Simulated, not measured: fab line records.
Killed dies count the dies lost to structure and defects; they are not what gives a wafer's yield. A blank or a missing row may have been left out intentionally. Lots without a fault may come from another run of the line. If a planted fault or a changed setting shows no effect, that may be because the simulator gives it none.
Split-lot experiment :: flow n5-finfet :: 21 wafers read across 7 lots, on a route 1938 steps long

== THE SPLIT ==
At N5_FIN_SAQP_HM_DEP_72 (deposits SiO2 from SiH4/N2O, target thk 12 nm, time 7.2 s), the setting time-s was moved away from the recipe's 7.2 s on 5 of the 21 wafers read, by -13.0% to +13.8%. The other wafers ran this setting at the recipe's value.

== FROM THE SPLIT TO THE READING: what the file shows between them, 5 steps ==
- N5_FIN_SAQP_PEB_14: peb time 60 s (also split here: peb-time-s)
- N5_FIN_SAQP_DEVELOP_15: develop time 30 s
- N5_FIN_SAQP_CD_MEAS_16: target cd 35.6 nm
- N5_FIN_SAQP_ETCH_52: etches SOC in N2/H2, target depth 100 nm, overetch 20 nm, time 150 s
- N5_FIN_SAQP_STRIP_53: strips in N2/H2

== THE READING ==
etch.depth-nm (the simulator's own value, which no gauge read), in nm, at N5_FIN_SAQP_HM_OPEN_73 (chemistry CHF3/O2, target SiO2, stops on a-Si, target depth 12 nm, time 16.8 s). There is no usual value for it anywhere in the file. Across the 16 wafers here that went through the recipe, the average is 12.04 nm and the standard deviation 0.12 nm.

wafer: L079.1
tool, chamber at the split: pecvd-02, 1
time-s as run, s: 7.2
against the recipe: recipe
etch.depth-nm, nm: 11.86
against lot-mates on the recipe: -

wafer: L079.2
tool, chamber at the split: pecvd-02, 2
time-s as run, s: 7.2
against the recipe: recipe
etch.depth-nm, nm: 12
against lot-mates on the recipe: -

wafer: L079.3
tool, chamber at the split: pecvd-02, 0
time-s as run, s: 7.2
against the recipe: recipe
etch.depth-nm, nm: 12.13
against lot-mates on the recipe: -

wafer: L083.1
tool, chamber at the split: pecvd-02, 1
time-s as run, s: 7.2
against the recipe: recipe
etch.depth-nm, nm: 11.97
against lot-mates on the recipe: -

wafer: L083.3
tool, chamber at the split: pecvd-02, 2
time-s as run, s: 6.893
against the recipe: -4.3%
etch.depth-nm, nm: 11.44
against lot-mates on the recipe: -0.53

wafer: L083.6
tool, chamber at the split: pecvd-02, 1
time-s as run, s: 6.893
against the recipe: -4.3%
etch.depth-nm, nm: 11.38
against lot-mates on the recipe: -0.59

wafer: L085.1
tool, chamber at the split: pecvd-03, 1
time-s as run, s: 7.2
against the recipe: recipe
etch.depth-nm, nm: 12.08
against lot-mates on the recipe: -

wafer: L085.5
tool, chamber at the split: pecvd-03, 1
time-s as run, s: 7.881
against the recipe: +9.5%
etch.depth-nm, nm: 13.41
against lot-mates on the recipe: +1.37

wafer: L085.6
tool, chamber at the split: pecvd-03, 0
time-s as run, s: 7.2
against the recipe: recipe
etch.depth-nm, nm: 12
against lot-mates on the recipe: -

wafer: L086.2
tool, chamber at the split: pecvd-02, 1
time-s as run, s: 7.2
against the recipe: recipe
etch.depth-nm, nm: 11.71
against lot-mates on the recipe: -

wafer: L086.4
tool, chamber at the split: pecvd-02, 0
time-s as run, s: 7.2
against the recipe: recipe
etch.depth-nm, nm: 11.99
against lot-mates on the recipe: -

wafer: L086.6
tool, chamber at the split: pecvd-02, 1
time-s as run, s: 7.2
against the recipe: recipe
etch.depth-nm, nm: 12.08
against lot-mates on the recipe: -

wafer: L089.1
tool, chamber at the split: pecvd-03, 0
time-s as run, s: 7.2
against the recipe: recipe
etch.depth-nm, nm: 11.96
against lot-mates on the recipe: -

wafer: L089.3
tool, chamber at the split: pecvd-03, 1
time-s as run, s: 7.2
against the recipe: recipe
etch.depth-nm, nm: 12.19
against lot-mates on the recipe: -

wafer: L089.5
tool, chamber at the split: pecvd-03, 1
time-s as run, s: 7.2
against the recipe: recipe
etch.depth-nm, nm: 12.2
against lot-mates on the recipe: -

wafer: L093.1
tool, chamber at the split: pecvd-01, 2
time-s as run, s: 6.267
against the recipe: -13.0%
etch.depth-nm, nm: 10.35
against lot-mates on the recipe: -1.73

wafer: L093.4
tool, chamber at the split: pecvd-01, 0
time-s as run, s: 7.2
against the recipe: recipe
etch.depth-nm, nm: 12.1
against lot-mates on the recipe: -

wafer: L093.6
tool, chamber at the split: pecvd-01, 2
time-s as run, s: 7.2
against the recipe: recipe
etch.depth-nm, nm: 12.06
against lot-mates on the recipe: -

wafer: L096.1
tool, chamber at the split: pecvd-03, 0
time-s as run, s: 7.2
against the recipe: recipe
etch.depth-nm, nm: 12.07
against lot-mates on the recipe: -

wafer: L096.3
tool, chamber at the split: pecvd-03, 1
time-s as run, s: 7.2
against the recipe: recipe
etch.depth-nm, nm: 12.17
against lot-mates on the recipe: -

wafer: L096.5
tool, chamber at the split: pecvd-03, 1
time-s as run, s: 8.193
against the recipe: +13.8%
etch.depth-nm, nm: 13.93
against lot-mates on the recipe: +1.81

FIT RESULTS
A straight line over all 21 wafers: etch.depth-nm changes by +0.137 nm for each +1% of time-s; r = +0.99; the points scatter about the line by 0.12 nm.
The same after taking each lot's own level away (the mean of its wafers on the recipe; 21 wafers): +0.135 nm for each +1%; r = +0.99; scatter 0.095 nm.
Per that fit: largest time-s move, reading shift of 1.9 nm.
Measured against the standard deviation above, the lots' own levels, which go from 11.927 to 12.120 nm, span 1.6 times it.
So the lot-to-lot level changes the slope little: the two slopes agree.
Check: for one of the wafers moved furthest among these (+13.8%), held out of the fit, the line's prediction against its lot-mates is +1.9 nm. It came out at +1.81 nm against them.

== THE OTHER SPLITS THESE WAFERS WENT THROUGH ==
Note: prior to the reading, these wafers also went through further splits. Each is held against what the fit with the lots' levels taken away leaves over:
other split on the same wafers: N5_ZERO_LAYER_COAT_05 spin-rpm
wafers away from the commonest value: 8
r with etch.depth-nm (lot level and that fit taken away): -0.46

other split on the same wafers: N5_ZERO_LAYER_EXPOSE_08 dose-mj
wafers away from the commonest value: 5
r with etch.depth-nm (lot level and that fit taken away): -0.06

other split on the same wafers: N5_PMOS_HMC_CHANNEL_EPI_HM_DEP_34 time-s
wafers away from the commonest value: 8
r with etch.depth-nm (lot level and that fit taken away): +0.20

other split on the same wafers: N5_PMOS_HMC_CHANNEL_EPI_EXPOSE_06 dose-mj
wafers away from the commonest value: 3
r with etch.depth-nm (lot level and that fit taken away): -0.06

other split on the same wafers: N5_FIN_SAQP_PEB_14 peb-time-s
wafers away from the commonest value: 7
r with etch.depth-nm (lot level and that fit taken away): +0.01

== THE WHOLE CHAIN: every reading that the file lists as answering this split, in the file's order ==
step: N5_FIN_SAQP_HM_DEP_72
what it does: deposits SiO2 from SiH4/N2O, target thk 12 nm, time 7.2 s
reading: SiO2_of_FIN_SAQP_HM_DEP_72.thk-nm (the simulator's own value, which no gauge read)
change (the file's fit): +0.135 nm for each +1% of the setting
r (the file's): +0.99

step: N5_FIN_SAQP_HM_OPEN_73
what it does: chemistry CHF3/O2, target SiO2, stops on a-Si, target depth 12 nm, time 16.8 s
reading: etch.depth-nm (the simulator's own value, which no gauge read)
change (the file's fit): +0.135 nm for each +1% of the setting
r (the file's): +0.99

== THE FILE'S OWN FIT ==
etch.depth-nm changes by +0.135 nm for each +1% of time-s, r = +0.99.
